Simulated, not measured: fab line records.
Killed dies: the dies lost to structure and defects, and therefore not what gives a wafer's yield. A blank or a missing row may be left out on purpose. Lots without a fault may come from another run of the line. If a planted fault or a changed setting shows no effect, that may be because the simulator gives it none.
fab line records	flow n5Finfet
record lots=3	wafers=9	lastDay=21
route steps=1938 shown DUMMY_GATE@236 SPACER0@258 SD_EPI_N@262 SD_EPI_P@305 SD_ACTIVATION@334 BEOL_M4@1111 PASSIVATION@1936
lots that met no fault: from a run of the same line without faults
startH: hours from the record's first day to the start of the lot's first wafer shown	waitH: hours elapsed since this lot's preceding step	" unchanged from the row above	L1.1+2: one row covering several wafers at once	- no value, or no start given	* or withheld: withheld	< > ~ a bound
route shown NAME@n: names a module that has steps shown in the file, with the first one's number in the route	usual: average and standard deviation across the fault-free wafers	same: alike in all rows	chamber/n: place in a boat	sites: the reading at each site	_std_site: standard deviation of those values	_edge_site: the outer-site mean with the inner-site mean subtracted	radiusMm: how far each site lies from the wafer's centre	mask NAME#n: copy n	behind: the last tool/chamber to shape the wafer	hold: why the lot was held/for how many hours/how that ended	device: names the non-switching transistor (n, p or np)	end of line: tests run on the same wafers once the route is complete	a step without rows: its recipe alone	killed: count of dies lost to structure and defects at first sort (not the wafer's yield)	map: a wafer's dies, x killed, . not, _ none there
set.NAME: the setting the step ran with; set.NAME@STEP: the setting that earlier step ran with	model.NAME: the simulator's own value behind a step, which no gauge read
lots seen at some steps along the route; tables by step, rows by wafer
services: from which hour (startH, from the record's first day; less than 0 if before it) a tool's chamber was out of use, for how many hours, and why
## steps
# step N5_DUMMY_GATE_ETCH_36
# recipe chemistry=CF4	target=SiARC	targetDepthA=130	pressureMtorr=40	sourceW=545	biasW=36	Ar_flow_sccm=100	cf4FlowSccm=100	ionEnergyEv=80
# step N5_DUMMY_GATE_ETCH_37
# recipe chemistry=N2/H2	target=SOC	targetDepthA=600	overetchA=300	tempC=40	ionEnergyEv=200	pressureMtorr=30	sourceW=840	biasW=150	n2FlowSccm=200	h2FlowSccm=200
# step N5_DUMMY_GATE_STRIP_38
# recipe chemistry=N2/H2	tempC=40	n2FlowSccm=200	h2FlowSccm=200	rfFrequencyHz=6e+07
# step N5_DUMMY_GATE_STRIP_39
# recipe chemistry=N2/H2	tempC=40	n2FlowSccm=200	h2FlowSccm=200	rfFrequencyHz=6e+07
# step N5_DUMMY_GATE_TRIM_49
# recipe chemistry=O2	resist=SOC	timeS=29	targetCdNm=14	sourcePowerW=300	biasPowerW=0	O2_flow_sccm=100	tempC=20
# step N5_DUMMY_GATE_STRIP_40
# recipe chemistry=CF4	resist=SiARC	powerW=300	biasPowerW=75	pressureMtorr=50	cf4FlowSccm=150	rfFrequencyHz=6e+07
# step N5_DUMMY_GATE_ETCH_31
# recipe chemistry=C4F6/O2	target=SiO2	maskMaterial=SOC	targetDepthA=825	timeS=27.5	ionEnergyEv=250	pressureMtorr=30	sourceW=345	biasW=185	Ar_flow_sccm=300	C4F6_flow_sccm=10	O2_flow_sccm=10
# step N5_DUMMY_GATE_STRIP_41
# recipe chemistry=O2	powerW=400	tempC=40	pressureMtorr=30	rfFrequencyHz=6e+07	biasPowerW=0	overashFraction=0.3	o2FlowSccm=225
# step N5_DUMMY_GATE_HM_OPEN_21
# recipe chemistry=CH3F/O2	target=SiNx	targetDepthA=1200	Ar_flow_sccm=150	CH3F_flow_sccm=30	O2_flow_sccm=23	timeS=171.4	pressureMtorr=30	sourceW=395	biasW=73	ionEnergyEv=120.7
# step N5_DUMMY_GATE_ETCH_32
# recipe chemistry=CF4	target=SiO2	targetDepthA=35	timeS=3.9	ionEnergyEv=350	pressureMtorr=10	icpW=800	biasW=400	cf4FlowSccm=80
# step N5_DUMMY_GATE_ETCH_23
# recipe chemistry=HBr/Cl2/O2	HBr_flow_sccm=150	Cl2_flow_sccm=80	O2_flow_sccm=12	biasW=102	targetDepthA=410	timeS=22.3	target=poly-Si	maskMaterial=SiO2	pressureMtorr=10	icpW=800
# step N5_DUMMY_GATE_ETCH_44
# recipe chemistry=HBr/O2	overEtchFrac=0.7	targetDepthA=1275	stopOn=SiO2	ionEnergyEv=60	biasW=20	target=poly-Si	maskMaterial=SiO2	pressureMtorr=20	icpW=400	HBr_flow_sccm=120	O2_flow_sccm=10
# usual HBr_flow_sccm=119.9/0.34	biasW=19.99/0.056	drypumpMotorCurrentA=5.6/0.44	heBacksideLeakSccm=2.8/0.3	oesProductAu=0.728/0.014	throttleValvePct=18.35/0.16
lot.wafer	tool	chamber	startH	waitH	HBr_flow_sccm	biasW	drypumpMotorCurrentA	heBacksideLeakSccm	oesProductAu	rfHoursCounterH	throttleValvePct
L941.1	rieSi-06	0	71.81	0.0	119.5	20.04	5.7	2.4	0.708	60	18.70
L941.2	"	1	"	"	120.0	19.96	6.1	2.9	0.717	49	18.32
L941.3	"	3	"	"	119.7	20.09	5.9	2.6	0.740	133	18.50
L950.1	rieSi-06	0	127.40	0.0	119.9	20.07	5.6	2.6	0.719	61	18.70
L950.3	"	1	"	"	120.0	20.02	6.1	3.0	0.720	50	18.32
L950.5	"	3	"	"	120.5	19.89	5.9	2.6	0.745	-	18.50
L957.2	rieSi-02	0	166.99	0.0	120.2	20.04	5.7	2.6	0.719	100	18.59
L957.3	"	3	"	"	120.5	20.00	4.8	2.6	0.724	28	18.36
L957.4	"	1	"	"	120.1	19.93	5.4	3.3	0.751	37	18.24
# step N5_DUMMY_GATE_ETCH_42
# recipe chemistry=CHF3/O2	target=SiO2	targetDepthA=35	timeS=31	ionEnergyEv=30	biasW=12	pressureMtorr=30	sourceW=600	Ar_flow_sccm=200	CHF3_flow_sccm=50	O2_flow_sccm=5
# step N5_DUMMY_GATE_STRIP_48
# recipe chemistry=N2/H2	timeS=20	powerW=100	tempC=40	pressureMtorr=100	rfFrequencyHz=6e+07	biasPowerW=3	n2FlowSccm=300	h2FlowSccm=300
# step N5_DUMMY_GATE_PRECLEAN_33
# recipe chemistry=dHF	timeS=10	dilution=750:1	tempC=25
# step N5_DUMMY_GATE_PRECLEAN_25
# recipe chemistry=O3/DIW	timeS=45	tempC=22	o3Ppm=10
# step N5_DUMMY_GATE_PRECLEAN_51
# recipe chemistry=SC2	timeS=45	tempC=35	mix=1:1:50
# step N5_DUMMY_GATE_SRD_26
# recipe dry=ipaMarangoni	timeS=30	tempC=23	rinseLiquid=diw
# step N5_DUMMY_GATE_UV_OZONE_45
# recipe timeS=120	pressureTorr=760	tempC=25
# step N5_SPACER0_ALD_07
# recipe material=SiNx	targetThkA=20	tempC=400	aldPrecursorFamily=SiH2I2	aldCoReactant=N2/H2-plasma	pressureTorr=2
# step N5_SPACER0_ALD_00
# recipe material=SiOCN	targetThkA=35	tempC=400	aldPrecursorFamily=alkyl-aminosilane	aldCoReactant=O2/N2-plasma	pulseTimeS=3	purgeTimeS=2	coReactantPurgeTimeS=2	aldCycles=58	pressureTorr=2
# step N5_SPACER0_ALD_08
# recipe material=SiNx	targetThkA=20	tempC=400	aldPrecursorFamily=SiH2I2	aldCoReactant=N2/H2-plasma	pressureTorr=2
# step N5_SPACER0_INSPECT_04
# recipe inspectInstrument=darkfield	mode=postDep
# usual rawDefectCount=128/33
lot.wafer	tool	chamber	startH	waitH	rawDefectCount
L941.1	defectInspect-02	-	72.81	0.1	102
L941.2	"	-	"	"	114
L941.3	"	-	"	"	141
L950.1	defectInspect-01	-	128.46	0.1	342
L950.3	"	-	"	"	375
L950.5	"	-	"	"	377
L957.2	defectInspect-02	-	168.00	0.1	132
L957.3	"	-	"	"	138
L957.4	"	-	"	"	127
# step N5_SD_EPI_N_COAT_32
# recipe resist=SOC	tempC=250	timeS=60	spinRpm=1500	resistThkNm=350
# step N5_SD_EPI_N_COAT_33
# recipe resist=SiARC	tempC=220	timeS=60	spinRpm=1500	resistThkNm=35
# step N5_SD_EPI_N_COAT_03
# recipe resist=CAR-ArF-block	spinRpm=1500	resistThkNm=150
# step N5_SD_EPI_N_EBR_05
# recipe solvent=PGMEA	ebrWidthMm=1.5
# step N5_SD_EPI_N_SOFTBAKE_04
# recipe tempC=110	timeS=60	resist=CAR-ArF-block
# step N5_SD_EPI_N_EXPOSE_06
# recipe maskId=SD_N_BLK	na=1.35	sourceShape=conventional	sigmaOuter=0.8	polarization=unpolarized	targetCdNm=120	doseMj=39.75
# step N5_SD_EPI_N_PEB_07
# recipe pebTempC=110	pebTimeS=60	resist=CAR-ArF-block
# step N5_SD_EPI_N_DEVELOP_08
# recipe developTimeS=30	developer=TMAH	resist=CAR-ArF-block	devTempC=23	rinseLiquid=diw	dry=airSpin
# step N5_SD_EPI_N_INSPECT_11
# recipe mode=adi	inspectInstrument=macro
# usual rawDefectCount=2.1/1.5
lot.wafer	tool	chamber	startH	waitH	rawDefectCount
L941.1	defectInspect-02	-	73.26	0.0	4
L941.2	"	-	"	"	0
L941.3	"	-	"	"	4
L950.1	defectInspect-02	-	128.79	0.0	238
L950.3	"	-	"	"	266
L950.5	"	-	"	"	257
L957.2	defectInspect-01	-	168.33	0.0	1
L957.3	"	-	"	"	5
L957.4	"	-	"	"	3
# step N5_SD_EPI_N_DESCUM_14
# recipe chemistry=O2	timeS=7.9	sourcePowerW=50	biasPowerW=20	pressureMtorr=20	rfFrequencyHz=2.712e+07	tempC=40	resist=CAR-ArF-block	o2FlowSccm=225
# step N5_SD_EPI_N_ETCH_34
# recipe chemistry=CF4	target=SiARC	targetDepthA=455	maskMaterial=CAR-ArF-block	timeS=75.8	ionEnergyEv=80	pressureMtorr=40	sourceW=545	biasW=36	Ar_flow_sccm=100	cf4FlowSccm=100	ends=cleared
# step N5_SD_EPI_N_ETCH_35
# recipe chemistry=N2/H2	target=SOC	overetchA=1080	maskMaterial=SiARC	tempC=40	ionEnergyEv=100	sourceW=3000	biasW=133	pressureMtorr=20	timeS=486	n2FlowSccm=200	h2FlowSccm=200
# step N5_SD_EPI_N_STRIP_36
# recipe chemistry=N2/H2	tempC=40	n2FlowSccm=200	h2FlowSccm=200	rfFrequencyHz=6e+07
# step N5_SD_EPI_N_ETCHBACK_44
# recipe chemistry=CH3F/O2	mode=anisotropicEtchback	target=SiNx	targetDepthA=145	stopOn=SiO2	overEtchFrac=0.3	ionEnergyEv=120	pressureMtorr=30	sourceW=395	biasW=73	Ar_flow_sccm=150	CH3F_flow_sccm=30	O2_flow_sccm=20
# step N5_SD_EPI_N_INSPECT_26
# recipe inspectInstrument=darkfield	mode=postEpi
# usual rawDefectCount=187/41
lot.wafer	tool	chamber	startH	waitH	rawDefectCount
L941.1	defectInspect-02	-	78.00	0.1	150
L941.2	"	-	"	"	155
L941.3	"	-	"	"	187
L950.1	defectInspect-01	-	133.19	0.1	389
L950.3	"	-	"	"	417
L950.5	"	-	"	"	449
L957.2	defectInspect-02	-	173.07	0.1	294
L957.3	"	-	"	"	224
L957.4	"	-	"	"	210
# step N5_SD_EPI_P_INSPECT_11
# recipe mode=adi	inspectInstrument=macro
# usual rawDefectCount=2.1/1.5
lot.wafer	tool	chamber	startH	waitH	rawDefectCount
L941.1	defectInspect-02	-	78.45	0.0	0
L941.2	"	-	"	"	0
L941.3	"	-	"	"	4
L950.1	defectInspect-01	-	133.65	0.0	235
L950.3	"	-	"	"	278
L950.5	"	-	"	"	254
L957.2	defectInspect-01	-	173.52	0.0	2
L957.3	"	-	"	"	0
L957.4	"	-	"	"	1
# step N5_SD_EPI_P_INSPECT_26
# recipe inspectInstrument=darkfield	mode=postEpi
# usual rawDefectCount=159/33
lot.wafer	tool	chamber	startH	waitH	rawDefectCount
L941.1	defectInspect-01	-	82.22	0.0	172
L941.2	"	-	"	"	155
L941.3	"	-	"	"	166
L950.1	defectInspect-02	-	137.53	0.0	346
L950.3	"	-	"	"	397
L950.5	"	-	"	"	405
L957.2	defectInspect-02	-	178.12	0.0	185
L957.3	"	-	"	"	184
L957.4	"	-	"	"	135
# step N5_SD_ACTIVATION_INSPECT_02
# recipe inspectInstrument=darkfield	mode=postAnneal
# usual rawDefectCount=159/31
lot.wafer	tool	chamber	startH	waitH	rawDefectCount
L941.1	defectInspect-01	-	83.10	0.2	163
L941.2	"	-	"	"	150
L941.3	"	-	"	"	172
L950.1	defectInspect-02	-	138.28	0.2	344
L950.3	"	-	"	"	423
L950.5	"	-	"	"	408
L957.2	defectInspect-02	-	178.91	0.1	186
L957.3	"	-	"	"	185
L957.4	"	-	"	"	146
# step N5_BEOL_M4_RC_MEAS_101
# usual DIBL_N=36.3/1.1	DIBL_P=36.3/1.4	IOFF_N=0.155/0.019	IOFF_P=0.211/0.027	ION_N=672/8.5	ION_P=462/5.8	SS_N=71.5/0.56	SS_P=73.3/0.52	VT_N=249.9/2.5	VT_P=-249.8/2.8
lot.wafer	tool	chamber	startH	waitH	DIBL_N[mV/V]	DIBL_P[mV/V]	IOFF_N[nA/um]	IOFF_P[nA/um]	ION_N[uA/um]	ION_P[uA/um]	SS_N[mV/dec]	SS_P[mV/dec]	VT_N[mV]	VT_P[mV]
L941.1	prober-01	0	237.91	0.0	37.1	36.9	0.156	0.246	665	468	72.1	73.0	251.7	-246.4
L941.2	"	0	"	"	35.8	35.8	0.146	0.231	665	465	71.4	73.2	251.7	-248.9
L941.3	"	0	"	"	37.4	37.7	0.176	0.275	678	468	71.2	73.1	249.4	-247.6
L950.1	prober-01	0	346.49	0.0	37.2	38.0	0.160	0.261	667	461	72.4	74.0	251.0	-245.5
L950.3	"	0	"	"	37.6	37.7	0.167	0.255	670	464	72.8	73.9	249.2	-244.0
L950.5	"	0	"	"	37.1	35.7	0.153	0.217	664	457	73.1	73.4	250.6	-251.0
L957.2	prober-02	0	390.21	0.2	37.2	37.6	0.175	0.237	686	467	71.5	73.8	245.8	-248.3
L957.3	"	0	"	"	36.9	37.1	0.168	0.230	677	466	71.7	73.5	245.2	-246.1
L957.4	"	0	"	"	36.7	37.0	0.160	0.228	682	471	71.8	73.3	247.4	-247.4
# step N5_PASSIVATION_PROBE_49
# usual defectLimitedYield=91.4/1.2	killed_at_M0_to_M3=34/10	killed_at_M4_up=14/5.1	killedAtContacts=12/6.4	killedAtFrontEnd=38/9.3	killedAtOther=4/3	killedDies=102/15	killedOnRim=13/3.6	killedOpen=67/12	killedShort=33/6.9	sort_bin_5_function=5.0/0.86	sort_bin_6_memory=3.2/0.58	sortNPass=1078/15	sortYieldPct=91.4/1.2
# same grossDies=1180	killedAtBackSide=0	sort_bin_4_leakage[%]=0	sort_bin_8_speed[%]=0
lot.wafer	tool	chamber	startH	waitH	defectLimitedYield[%]	killed_at_M0_to_M3	killed_at_M4_up	killedAtContacts	killedAtFrontEnd	killedAtOther	killedDies	killedOnRim	killedOpen	killedShort	sort_bin_5_function[%]	sort_bin_6_memory[%]	sortNPass	sortYieldPct[%]
L950.1	prober-02	-	468.33	0.7	84.7	57	9	18	96	1	181	38	83	48	10.1	4.1	999	84.7
L950.3	prober-02	-	468.43	0.8	83.2	31	17	7	142	1	198	8	63	43	11.3	4.3	982	83.2
L950.5	prober-02	-	468.53	0.9	83.3	41	14	16	121	5	197	29	78	37	10.3	5.1	983	83.3
# killed by level:class
L950.1 DUMMY_GATE:unspecified=50 BEOL_M2:geometricParticle:open=19 FIN_SAQP:geometricParticle:short=18 MOL_CONTACT_COAG:geometricParticle:open=16 BEOL_M1:geometricParticle:open=12 FIN_SAQP:geometricParticle:open=10 BEOL_M0_SAQP:geometricParticle:short=9 STI_FIN_REVEAL:geometricParticle:open=6
L950.3 DUMMY_GATE:unspecified=89 FIN_SAQP:geometricParticle:short=18 STI_FIN_REVEAL:geometricParticle:open=11 BEOL_M2:geometricParticle:open=8 BEOL_M5:geometricParticle:open=7 BEOL_M0_SAQP:geometricParticle:open=7 BEOL_M0_SAQP:geometricParticle:short=7 MOL_CONTACT_COAG:geometricParticle:open=6
L950.5 DUMMY_GATE:unspecified=80 MOL_CONTACT_COAG:geometricParticle:open=14 FIN_SAQP:geometricParticle:open=12 BEOL_M2:geometricParticle:open=11 BEOL_M0_SAQP:geometricParticle:short=10 BEOL_M0_SAQP:geometricParticle:open=10 FIN_SAQP:geometricParticle:short=9 GATE_CUT:geometricParticle:short=4
# map L950.3 (x killed, . not)
_________________............________________
______________................x._____________
___________x...x.......x...........__________
__________....x.x......x.x.........._________
________...........x.......x.........._______
_______..........x......x.......x.x....______
______.........xx.x....xx..............x_____
_____......x..x.xx.......xx.......x......____
____.......x.xxxxxxx.............x.xx.....___
___....x..xxxxxxxx..xxx.......x............__
___.....x.x.xxxxxxxxxx.x.............x.x...__
__......xxxxxxxxxxxxxxx.x..................._
__......x.xxxxxxxxxxx.x.....x..............._
_........x.xxxxxxxxxxx......xx..x..x.......x.
_..x.......xxxxxx.x....x.......x.x.x.........
_.x..........xxxxxx...x......................
_....x.....x..x.xxx......x..........x........
_..x.......x.x........x.....x..............x.
_..x..........x..xx.x...x..............x.....
_................x...........................
_.x...................x.......x........x.....
__.......x.................................._
__.................x.................x......_
___x.....x.........x.x.....................__
___........x...x........x..............x...__
____....x.........x..x...x......x.........___
_____.......x......x...............x...x.____
______....x.......x.....x...x..........._____
_______.......x..........xx...x........______
________.............x..x.x..........._______
__________....x.....x.......x...x..._________
___________.......xx...............__________
______________..x......x........_____________
_________________............________________
# map L941.3 (x killed, . not)
_________________..........x.________________
______________.................._____________
___________.............x..........__________
__________.......x..........x......._________
________.............................._______
_______...x....x.....................x.______
______....xx.x..x....x.............x...._____
_____..............x..............x.x....____
____......................................___
___................x.x...............x.....__
___...........x............x...x.........x.__
__x......x.x...x......x....................._
__..xx..x..................................._
_..............x..................x......x...
_..x.........................x...............
_..x.......x................................x
_........................x.x..x.....x........
_.........x...........xx..............x......
_......x......x.............x.........x.....x
_.........x....x..x.....................x....
_.x.........x.x...x................x.........
__.xx............x...........x.....x........_
__..........x.xx...x......xx................_
___.....x..............................x...__
___.....x............................x.....__
____......................................___
_____................x..x........x.......____
______xx......................x........x_____
_______..............x....x........x...______
________.............................._______
__________.........x.............x.x_________
___________.....x......x...........__________
______________.........x........_____________
_________________.........x..________________
## services
tool	chamber	startH	hours	kind
rieSi-02	1	70.28	20.1	repair
rieSi-06	0	89.30	10.1	repair
rieSi-06	3	95.45	8.2	repair
## key
firstSign step=N5_SPACER0_INSPECT_04	reading=rawDefectCount	direction=up	sigmas=7.3	usual=128	struck=365
effect step=N5_SD_EPI_N_INSPECT_11	reading=rawDefectCount	direction=up	sigmas=99+	usual=2.1	struck=253.7
effect step=N5_SD_EPI_N_INSPECT_26	reading=rawDefectCount	direction=up	sigmas=5.6	usual=187	struck=418
effect step=N5_SD_EPI_P_INSPECT_11	reading=rawDefectCount	direction=up	sigmas=99+	usual=2.1	struck=255.7
effect step=N5_SD_EPI_P_INSPECT_26	reading=rawDefectCount	direction=up	sigmas=6.9	usual=159	struck=383
effect step=N5_SD_ACTIVATION_INSPECT_02	reading=rawDefectCount	direction=up	sigmas=7.5	usual=159	struck=392
effect step=N5_PASSIVATION_PROBE_49	reading=killedAtFrontEnd	direction=up	sigmas=8.8	usual=38	struck=120
moreKillsBornAt N5_DUMMY_GATE_ETCH_44@rieSi-06=219
metAt N5_DUMMY_GATE_ETCH_44
struckWafers L950.1,L950.3,L950.5
onsetBetween 71.81 127.40
fault kind=chamberParticleSource	tool=rieSi-06	chamber=-	onsetH=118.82	steps=N5_DUMMY_GATE_ETCH_44	ratePerVisitCm2=0.39231	endH=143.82
